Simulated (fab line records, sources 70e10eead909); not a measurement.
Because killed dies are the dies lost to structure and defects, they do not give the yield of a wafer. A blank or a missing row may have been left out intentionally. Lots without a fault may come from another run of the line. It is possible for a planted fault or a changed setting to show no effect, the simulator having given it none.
Chamber matching + flow nand harc + NHARC_A_CONTACT_ETCH_92 on rie diel-03 has 4 sister chambers
The step etches the open film in CH3F/O2, target depth 40 nm, time 85.7 s. 4 wafers are shown with their chamber, then 11 later ones without.

== WAFERS, EACH WITH ITS CHAMBER ==
| wafer  | chamber | showerhead plenum p Torr (Torr) |
|--------|---------|---------------------------------|
| L773.4 | 3       | 2.58                            |
| L782.1 | 0       | 2.30                            |
| L782.2 | 1       | 2.58                            |
| L783.1 | 2       | 2.28                            |

== WAFERS WHOSE CHAMBER IS MISSING ==
| wafer  | showerhead plenum p Torr (Torr) |
|--------|---------------------------------|
| L783.2 | 2.57                            |
| L783.4 | 2.30                            |
| L784.1 | 2.57                            |
| L784.5 | 2.28                            |
| L784.6 | 2.57                            |
| L787.1 | 2.58                            |
| L787.3 | 2.29                            |
| L787.6 | 2.28                            |
| L788.1 | 2.57                            |
| L788.2 | 2.58                            |
| L788.4 | 2.29                            |

== THE CHAMBER EACH PASSED THROUGH ==
| wafer  | from the rows above     | in truth |
|--------|-------------------------|----------|
| L783.2 | can't be placed: 1 or 3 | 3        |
| L783.4 | 0                       | 0        |
| L784.1 | can't be placed: 1 or 3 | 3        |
| L784.5 | 2                       | 2        |
| L784.6 | can't be placed: 1 or 3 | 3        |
| L787.1 | can't be placed: 1 or 3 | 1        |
| L787.3 | can't be placed: 0 or 2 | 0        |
| L787.6 | 2                       | 2        |
| L788.1 | can't be placed: 1 or 3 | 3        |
| L788.2 | can't be placed: 1 or 3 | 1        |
| L788.4 | can't be placed: 0 or 2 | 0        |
3 of 11 placed correctly. Not placeable from these rows: 8 (in 8, the candidates include the true chamber). 0 placed wrongly.
How it was worked out, from the rows above alone: a wafer's distance from a chamber is the root of the sum, over the readings, of the square of ((its reading less the chamber's mean) divided by the reading's scatter). If the next closest chamber is less than 2 further off than the closest, the wafer can't be placed; otherwise it belongs to the closest. The mean given for a chamber averages the wafers shown for that chamber. The scatter: with one shown wafer a chamber, the root of the mean of the squares of how far each hidden wafer lies from its nearest shown one.
